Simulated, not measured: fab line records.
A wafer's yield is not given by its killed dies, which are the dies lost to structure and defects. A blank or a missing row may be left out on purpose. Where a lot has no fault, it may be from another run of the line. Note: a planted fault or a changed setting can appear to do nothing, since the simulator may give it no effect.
Comparing a struck lot with a sound one + flow n5-finfet + 15 steps out of a route of 1938
Sound: the wafers L667.1, L667.3, L667.6. Struck: wafer L678.6 (left out: L678.1, L678.4 of the same lot, which were not struck); the cause appears at the end.
For every step that has rows: the tool of each side, followed by ch and its chambers, followed by its first start. Under that, the readings that differ: sound wafers + struck wafers + difference of the means + sigmas: that difference in standard deviations of wafers without a fault.
alike: readings whose means differ by less than 2 such deviations, and words and numbers that are the same on both sides. not compared: withheld readings, readings that some wafer has no value for, bounds like >300 that may hide the same value, and numbers for which the record gives no deviation and whose values overlap.
Wherever a step has rows on one side only, a row that says differs or no value, or a row with sigmas, the two part there. When numbers do not overlap yet have no deviation, they are printed without sigmas and do not part them. A reading missing from all wafers of one side parts the sides only when that side holds two or more wafers.

first, 1 step without rows for these wafers: N5_BEOL_M3_DEVELOP_27 (develop time 30 s).
N5_BEOL_M3_CD_MEAS_28: target cd 25.7 nm, target cd y 23.3 nm.
  sound on cd-sem-01 ch 0, day 7 19:11; struck on cd-sem-03 ch 0, day 12 03:07
  alike: cd-nm
N5_BEOL_M3_OVL_MEAS_29:
  sound on overlay-01 ch 0, day 7 19:13; struck on overlay-01 ch 0, day 12 03:09
  alike: V2_OVL
N5_BEOL_M3_INSPECT_30: inspects for defects (brightfield).
  struck on defect-inspect-01, day 12 03:13; sound on defect-inspect-01, day 7 19:16
  alike: raw-defect-count
then, 1 step without rows for these wafers: N5_BEOL_M3_DESCUM_33 (chemistry O2, time 7 s).
N5_BEOL_M3_ETCH_77: etches underlayer in N2/H2, target depth 6.5 nm, time 5.2 s.
  sound on rie-diel-05 ch 0,1,2, day 7 19:20; struck on rie-diel-05 ch 1, day 12 03:17
  alike: bias-w, drypump-motor-current-A, etch-rf-on-time-s, oes-product-au, rf-vpp-V, showerhead-plenum-p-Torr, throttle-valve-pct
  not compared: rf-hours-counter-h
N5_BEOL_M3_ETCH_69: etches SiARC in CF4, target depth 15.6 nm, time 26 s.
  sound on rie-diel-05 ch 0,1,2, day 7 19:21; struck on rie-diel-05 ch 1, day 12 03:17
  alike: bias-w, drypump-motor-current-A, etch-rf-on-time-s, oes-product-au, rf-vpp-V, showerhead-plenum-p-Torr, throttle-valve-pct
  not compared: rf-hours-counter-h
N5_BEOL_M3_ALD_98: deposits SiO2, target thk 2.5 nm, pulse time 1 s, co reactant pulse time 1 s.
  sound on ald-sin-01 ch 1,3, day 7 19:26; struck on ald-sin-01 ch 2, day 12 03:22
  alike: heater-power-w, precursor-pulse-height-rel
N5_BEOL_M3_ETCHBACK_99: etches SiO2 in CHF3, target depth 5 nm, time 10.4 s.
  sound on rie-diel-06 ch 2,3, day 7 22:39; struck on rie-diel-06 ch 1, day 12 03:35
  alike: drypump-motor-current-A, oes-product-au, rf-vpp-V, showerhead-plenum-p-Torr, throttle-valve-pct
  not compared: rf-hours-counter-h
N5_BEOL_M3_ETCH_70: etches SOC in N2/H2, target depth 80 nm, overetch 16 nm, time 120 s.
  sound on rie-diel-06 ch 2,3, day 7 22:41; struck on rie-diel-06 ch 1, day 12 03:37
  alike: bias-w, drypump-motor-current-A, oes-product-au, rf-vpp-V, showerhead-plenum-p-Torr, throttle-valve-pct
  not compared: rf-hours-counter-h
then, 2 steps without rows for these wafers: N5_BEOL_M3_STRIP_71 (strips in N2/H2); N5_BEOL_M3_STRIP_78 (strips in N2/H2).
N5_BEOL_M3_VIA_ETCH_34: etches the open film in C4F6/O2, target depth 69.4 nm, time 65.9 s.
  sound on rie-diel-06 ch 2,3, day 7 22:47; struck on rie-diel-06 ch 1, day 12 03:43
| reading                  | sound             | struck | difference | sigmas |
|--------------------------|-------------------|--------|------------|--------|
| O2_flow_sccm (sccm)      | 9.93 9.97 9.99    | 10.09  | +0.13      | +4     |
| bias-w (W)               | 170.1 170.0 170.0 | 203.8  | +33.8      | +68    |
| rf-vpp-V (V)             | 661 659 659       | 769    | +109       | +8     |
| model.etch.depth-nm (nm) | 70.43 70.71 70.1  | 70.86  | +0.45      |        |
  alike: drypump-motor-current-A, oes-product-au, showerhead-plenum-p-Torr, throttle-valve-pct
  not compared: rf-hours-counter-h
then, 1 step without rows for these wafers: N5_BEOL_M3_STRIP_83 (strips in C4F6/O2).
N5_BEOL_M4_RC_MEAS_101:
  sound on prober-01 ch 0, day 8 14:51; struck on prober-01 ch 0, day 12 21:05
| reading        | sound          | struck | difference | sigmas |
|----------------|----------------|--------|------------|--------|
| DIBL_P (mV/V)  | 39.3 42.1 37.8 | 33.7   | -6.0       | -3     |
| IOFF_N (nA/um) | 0.19 0.25 0.18 | 0.14   | -0.07      | -2     |
| SS_P (mV/dec)  | 75.0 74.8 73.7 | 72.7   | -1.8       | -2     |
| VT_N (mV)      | 243 242 244    | 250    | +7         | +2     |
  alike: DIBL_N, IOFF_P, ION_N, ION_P, SS_N, VT_P

== WHERE THEY PART ==
At N5_BEOL_M3_VIA_ETCH_34 first; at N5_BEOL_M4_RC_MEAS_101 last (within this record only).

WHY: what had been put in by the simulator
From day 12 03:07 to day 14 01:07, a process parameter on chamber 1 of rie-diel-06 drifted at N5_BEOL_M3_VIA_ETCH_34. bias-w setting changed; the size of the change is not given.
